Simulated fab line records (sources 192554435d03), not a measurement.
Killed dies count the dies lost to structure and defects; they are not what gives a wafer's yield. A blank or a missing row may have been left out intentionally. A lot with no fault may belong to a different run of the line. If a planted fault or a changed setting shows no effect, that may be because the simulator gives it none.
Split-lot study	flow n5_finfet	on a route of 1938 steps: 7 lots, 21 wafers read

== THE SPLIT ==
At N5_BEOL_M15_COAT_22 (resist thk 800 nm), the setting spin_rpm was moved away from the recipe's 1704 rpm on 9 of the 21 wafers read, by -9.4% to +9.3%. This setting was run at the recipe's value on the other wafers.

== FROM THE SPLIT TO THE READING: what the file shows between them, 7 steps ==
- N5_BEOL_M15_EXPOSE_25: exposes mask M15, target cd 400 nm (also split here: dose_mj)
- N5_BEOL_M15_PEB_26: peb time 90 s
- N5_BEOL_M15_DEVELOP_27: develop time 45 s
- N5_BEOL_M15_HARDBAKE_32: time 120 s
- N5_BEOL_M15_CD_MEAS_28: target cd 407.6 nm
- N5_BEOL_M15_DESCUM_33: chemistry O2, time 7.9 s
- N5_BEOL_M15_ETCH_61: etches BARC in N2/H2, target depth 89 nm, overetch 26.7 nm, time 67.9 s

== THE READING ==
coat_of_BEOL_M15_COAT_22.thk_nm (the simulator's own value, which no gauge read), in nm, at N5_BEOL_M15_TRENCH_ETCH_34 (etches SiO2 in C4F8/O2/Ar, target depth 872.93 nm, time 199 s). The file does not state a usual value for it. Here, 12 wafers ran the recipe; their average is 546.5 nm with a standard deviation of 5.2 nm.

wafer	tool, chamber at the split	spin_rpm as run, rpm	against the recipe	coat_of_BEOL_M15_COAT_22.thk_nm, nm	against lot-mates on the recipe
L078.1	litho_track-01, 0	1704	recipe	545	-
L078.2	litho_track-01, 0	1570	-7.9%	569.8	+20.4
L078.6	litho_track-01, 0	1704	recipe	553.8	-
L079.1	litho_track-03, 0	1544	-9.4%	584	+48.2
L079.3	litho_track-03, 0	1704	recipe	535.8	-
L079.5	litho_track-03, 0	1544	-9.4%	577.6	+41.8
L080.2	litho_track-01, 0	1704	recipe	547.6	-
L080.3	litho_track-01, 0	1824	+7.0%	517	-29.4
L080.4	litho_track-01, 0	1704	recipe	545.2	-
L082.2	litho_track-03, 0	1779	+4.4%	524.8	-16.4
L082.5	litho_track-03, 0	1704	recipe	541.2	-
L082.6	litho_track-03, 0	1779	+4.4%	523.2	-18.0
L084.4	litho_track-03, 0	1863	+9.3%	509.6	-35.0
L084.5	litho_track-03, 0	1704	recipe	544.6	-
L084.6	litho_track-03, 0	1863	+9.3%	512.8	-31.8
L093.1	litho_track-03, 0	1704	recipe	556.2	-
L093.3	litho_track-03, 0	1839	+7.9%	515	-34.5
L093.4	litho_track-03, 0	1704	recipe	542.8	-
L097.1	litho_track-03, 0	1704	recipe	549	-
L097.3	litho_track-03, 0	1704	recipe	547.6	-
L097.6	litho_track-03, 0	1704	recipe	549.2	-

FIT RESULTS
A straight line over all 21 wafers: coat_of_BEOL_M15_COAT_22.thk_nm changes by -3.77 nm for each +1% of spin_rpm; r = -0.97; the points scatter about the line by 4.9 nm.
The same after taking each lot's own level away (the mean of its wafers on the recipe; 21 wafers): -4.02 nm for each +1%; r = -0.98; scatter 4.8 nm.
The reading moves by 38 nm for the largest change in spin_rpm, on that fit.
Across the lots, their own levels run from 535.80 to 549.50 nm, a range of 2.6 times the standard deviation given above.
The two slopes are in agreement: the lot-to-lot level therefore moves the slope only a little.
Check: with one of the wafers moved furthest among these (-9.4%) left out of the fit, the line predicts +35.2 nm for it against its lot-mates. Against them it came out at +48.2 nm.

== ADDITIONAL SPLITS CARRIED BY THESE WAFERS ==
These wafers also went through other splits before the reading. Each is held against what the fit with the lots' levels taken away leaves over:
other split on the same wafers	wafers away from the commonest value	r with coat_of_BEOL_M15_COAT_22.thk_nm (lot level and that fit taken away)
N5_BEOL_M12_VIA_ETCH_16 target_depth_a	5	-0.26
N5_BEOL_M13_EXPOSE_25 dose_mj	3	+0.22
N5_BEOL_M14_COAT_04 spin_rpm	4	-0.21
N5_BEOL_M15_EXPOSE_25 dose_mj	5	-0.05

== THE WHOLE CHAIN: every reading that the file lists as answering this split, in the file's order ==
step	what it does	reading	change (the file's fit)	r (the file's)
N5_BEOL_M15_COAT_22	resist thk 800 nm	coat_of_BEOL_M15_COAT_22.thk_nm (the simulator's own value, which no gauge read)	-4.05 nm for each +1% of the setting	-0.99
N5_BEOL_M15_DEVELOP_27	develop time 45 s	coat_of_BEOL_M15_COAT_22.thk_nm (the simulator's own value, which no gauge read)	-4.06 nm for each +1% of the setting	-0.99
N5_BEOL_M15_TRENCH_ETCH_34	etches SiO2 in C4F8/O2/Ar, target depth 872.93 nm, time 199 s	coat_of_BEOL_M15_COAT_22.thk_nm (the simulator's own value, which no gauge read)	-3.93 nm for each +1% of the setting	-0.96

== FILE'S OWN FIT ==
coat_of_BEOL_M15_COAT_22.thk_nm changes by -3.93 nm for each +1% of spin_rpm, r = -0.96.
